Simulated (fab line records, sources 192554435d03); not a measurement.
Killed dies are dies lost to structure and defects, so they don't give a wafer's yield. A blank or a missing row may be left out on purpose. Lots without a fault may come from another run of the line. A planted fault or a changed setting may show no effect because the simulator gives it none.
Split-lot experiment | flow n5_finfet | 7 lots, 39 wafers read, on a route of 1938 steps

THE SPLIT
At N5_HKMG_FIN_ETCH_54 (etches SiARC in CF4, target depth 45.5 nm, time 75.8 s), the setting source_w was moved away from the recipe's 545 W on 12 of the 39 wafers read, by -15.9% to +16.6%. The other wafers ran this setting at the recipe's value.

The reading is taken at the split's own step.

THE READING
rf_vpp_V, in V, at N5_HKMG_FIN_ETCH_54 (etches SiARC in CF4, target depth 45.5 nm, time 75.8 s). Fault-free wafers of this fab line usually give 184.4 V, standard deviation 0.97 V.

wafer  | tool, chamber at the split | source_w as run, W | against the recipe | rf_vpp_V, V | against lot-mates on the recipe
L078.1 | rie_diel-03, 1             | 545                | recipe             | 182.3       | -
L078.2 | rie_diel-03, 0             | 545                | recipe             | 184.6       | -
L078.3 | rie_diel-03, 2             | 458.3              | -15.9%             | 195.2       | +10.7
L078.4 | rie_diel-03, 2             | 458.3              | -15.9%             | 195.1       | +10.6
L078.5 | rie_diel-03, 0             | 545                | recipe             | 186.6       | -
L078.6 | rie_diel-03, 1             | 458.3              | -15.9%             | 194.5       | +10.0
L082.1 | rie_diel-01, 1             | 545                | recipe             | 183.1       | -
L082.2 | rie_diel-01, 3             | 586.5              | +7.6%              | 181.0       | -3.9
L082.3 | rie_diel-01, 2             | 586.5              | +7.6%              | 180.4       | -4.5
L082.4 | rie_diel-01, 0             | 545                | recipe             | 185.8       | -
L082.5 | rie_diel-01, 1             | 586.5              | +7.6%              | 179.7       | -5.2
L082.6 | rie_diel-01, 0             | 545                | recipe             | 185.8       | -
L085.1 | rie_diel-04, 0             | 545                | recipe             | 183.8       | -
L085.2 | rie_diel-04, 1             | 635.7              | +16.6%             | 175.7       | -8.2
L085.3 | rie_diel-04, 2             | 545                | recipe             | 183.5       | -
L085.4 | rie_diel-04, 3             | 635.7              | +16.6%             | 174.3       | -9.6
L085.5 | rie_diel-04, 2             | 635.7              | +16.6%             | 175.4       | -8.5
L085.6 | rie_diel-04, 3             | 545                | recipe             | 184.3       | -
L088.4 | rie_diel-03, 1             | 545                | recipe             | 184.0       | -
L088.5 | rie_diel-03, 2             | 545                | recipe             | 184.1       | -
L088.6 | rie_diel-03, 3             | 545                | recipe             | 183.6       | -
L089.1 | rie_diel-04, 0             | 545                | recipe             | 185.1       | -
L089.2 | rie_diel-04, 3             | 545                | recipe             | 185.7       | -
L089.3 | rie_diel-04, 2             | 507.6              | -6.9%              | 190.1       | +5.6
L089.4 | rie_diel-04, 1             | 507.6              | -6.9%              | 190.3       | +5.8
L089.5 | rie_diel-04, 2             | 545                | recipe             | 182.7       | -
L089.6 | rie_diel-04, 1             | 507.6              | -6.9%              | 189.2       | +4.7
L090.1 | rie_diel-03, 2             | 545                | recipe             | 183.6       | -
L090.2 | rie_diel-03, 3             | 545                | recipe             | 184.2       | -
L090.3 | rie_diel-03, 0             | 545                | recipe             | 185.4       | -
L090.4 | rie_diel-03, 1             | 545                | recipe             | 182.1       | -
L090.5 | rie_diel-03, 0             | 545                | recipe             | 184.0       | -
L090.6 | rie_diel-03, 3             | 545                | recipe             | 184.5       | -
L095.1 | rie_diel-03, 0             | 545                | recipe             | 185.1       | -
L095.2 | rie_diel-03, 3             | 545                | recipe             | 184.3       | -
L095.3 | rie_diel-03, 2             | 545                | recipe             | 183.8       | -
L095.4 | rie_diel-03, 3             | 545                | recipe             | 182.7       | -
L095.5 | rie_diel-03, 2             | 545                | recipe             | 184.2       | -
L095.6 | rie_diel-03, 0             | 545                | recipe             | 184.8       | -

THE FIT
A straight line over all 39 wafers: rf_vpp_V changes by -0.614 V for each +1% of source_w; r = -0.97; the points scatter about the line by 1.1 V.
The same after taking each lot's own level away (the mean of its wafers on the recipe; 39 wafers): -0.603 V for each +1%; r = -0.97; scatter 1.1 V.
On that fit, the largest move of source_w shifts the reading by 10 V.
The lots' own levels span 183.87 to 184.90 V, that is 1.1 times the standard deviation above.
So the lot-to-lot level changes the slope little: the two slopes agree.
Check: with one of the wafers moved furthest among these (+16.6%) left out of the fit, the line predicts -10.1 V for it against its lot-mates. It came out at -8.17 V against them.
Tool readings at the split's step, against how far the setting was moved: etch_rf_on_time_s r = -0.96; rf_vpp_V r = -0.97.

OTHER SPLITS ON THESE WAFERS
These wafers also went through other splits before the reading. Each is held against what the fit with the lots' levels taken away leaves over:
other split on the same wafers     | wafers away from the commonest value | r with rf_vpp_V (lot level and that fit taken away)
N5_DUMMY_GATE_ETCH_32 time_s       | 18                                   | -0.13
N5_SD_EPI_P_EPI_21 dopant_conc_cm3 | 15                                   | +0.01

THE WHOLE CHAIN: every reading that the file lists as answering this split, in the file's order
step                | what it does                                           | reading           | change (the file's fit)              | r (the file's)
N5_HKMG_FIN_ETCH_54 | etches SiARC in CF4, target depth 45.5 nm, time 75.8 s | etch_rf_on_time_s | withheld for each +1% of the setting | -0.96
N5_HKMG_FIN_ETCH_54 | etches SiARC in CF4, target depth 45.5 nm, time 75.8 s | rf_vpp_V          | -0.602 V for each +1% of the setting | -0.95

THE FILE'S OWN FIT
rf_vpp_V changes by -0.602 V for each +1% of source_w, r = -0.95.
